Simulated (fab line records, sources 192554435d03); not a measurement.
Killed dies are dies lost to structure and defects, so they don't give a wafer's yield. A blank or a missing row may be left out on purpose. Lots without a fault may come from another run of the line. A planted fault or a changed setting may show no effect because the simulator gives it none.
Split-lot experiment | flow n5_finfet | 7 lots, 21 wafers read, on a route of 1938 steps

THE SPLIT
At N5_SDB_ALD_29 (deposits SiNx, target thk 30 nm, pulse time 1 s, ald cycles 600), the setting ald_cycles was moved away from the recipe's 600 on 8 of the 21 wafers read, by -11.0% to +12.2%. The other wafers ran this setting at the recipe's value.

The reading is taken at the split's own step.

THE READING
SiNx_of_SDB_ALD_29.thk_nm (the simulator's own value, which no gauge read), in nm, at N5_SDB_ALD_29 (deposits SiNx, target thk 30 nm, pulse time 1 s, ald cycles 600). The file gives no usual value for it. The 13 wafers here that ran the recipe average 30.0 nm, standard deviation 0.14 nm.

wafer  | tool, chamber at the split | ald_cycles as run | against the recipe | SiNx_of_SDB_ALD_29.thk_nm, nm | against lot-mates on the recipe
L074.1 | ald_sin-03, 0              | 600               | recipe             | 30                            | -
L074.2 | ald_sin-03, 1              | 573               | -4.5%              | 28.6                          | -1.5
L074.3 | ald_sin-03, 2              | 600               | recipe             | 30.2                          | -
L077.3 | ald_sin-03, 3              | 600               | recipe             | 30.2                          | -
L077.4 | ald_sin-03, 0,2            | 548               | -8.7%              | 27.6                          | -2.6
L077.5 | ald_sin-03, 0,2            | 548               | -8.7%              | 27.6                          | -2.6
L078.1 | ald_sin-01, 3              | 673               | +12.2%             | 33.8                          | +3.8
L078.3 | ald_sin-01, 0,3            | 600               | recipe             | 30                            | -
L078.5 | ald_sin-01, 0,3            | 600               | recipe             | 30                            | -
L080.1 | ald_sin-02, 0              | 534               | -11.0%             | 26.6                          | -3.2
L080.2 | ald_sin-02, 3              | 600               | recipe             | 29.8                          | -
L080.3 | ald_sin-02, 2              | 534               | -11.0%             | 26.2                          | -3.6
L084.4 | ald_sin-03, 0,2            | 600               | recipe             | 30                            | -
L084.5 | ald_sin-03, 0,2            | 600               | recipe             | 30                            | -
L084.6 | ald_sin-03, 1              | 600               | recipe             | 30.2                          | -
L088.1 | ald_sin-03, 1              | 657               | +9.5%              | 33                            | +3.0
L088.2 | ald_sin-03, 2              | 657               | +9.5%              | 32.8                          | +2.8
L088.5 | ald_sin-03, 2              | 600               | recipe             | 30                            | -
L096.2 | ald_sin-01, 3,1            | 600               | recipe             | 29.8                          | -
L096.6 | ald_sin-01, 3,1            | 600               | recipe             | 29.8                          | -
L096.3 | ald_sin-01, 1              | 600               | recipe             | 30                            | -
Where a row lists several chambers, the file gives one row for several wafers and doesn't say which wafer went through which chamber.

THE FIT
A straight line over all 21 wafers: SiNx_of_SDB_ALD_29.thk_nm changes by +0.308 nm for each +1% of ald_cycles; r = +1.00; the points scatter about the line by 0.17 nm.
The same after taking each lot's own level away (the mean of its wafers on the recipe; 21 wafers): +0.308 nm for each +1%; r = +1.00; scatter 0.1 nm.
On that fit, the largest move of ald_cycles shifts the reading by 3.7 nm.
The lots' own levels span 29.80 to 30.20 nm, that is 2.9 times the standard deviation above.
So the lot-to-lot level changes the slope little: the two slopes agree.
Check: with one of the wafers moved furthest among these (+12.2%) left out of the fit, the line predicts +3.72 nm for it against its lot-mates. It came out at +3.8 nm against them.

OTHER SPLITS ON THESE WAFERS
These wafers also went through other splits before the reading. Each is held against what the fit with the lots' levels taken away leaves over:
other split on the same wafers            | wafers away from the commonest value | r with SiNx_of_SDB_ALD_29.thk_nm (lot level and that fit taken away)
N5_ZERO_LAYER_EXPOSE_08 dose_mj           | 5                                    | -0.36
N5_ZERO_LAYER_DESCUM_16 time_s            | 7                                    | +0.17
N5_PMOS_HMC_CHANNEL_EPI_HM_DEP_34 time_s  | 7                                    | -0.21
N5_PMOS_HMC_CHANNEL_EPI_PEB_07 peb_time_s | 8                                    | -0.07
N5_SD_EPI_N_COAT_32 spin_rpm              | 8                                    | -0.19
N5_SD_EPI_N_ETCH_35 source_w              | 9                                    | -0.13

THE FILE'S OWN FIT
SiNx_of_SDB_ALD_29.thk_nm changes by +0.309 nm for each +1% of ald_cycles, r = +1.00.
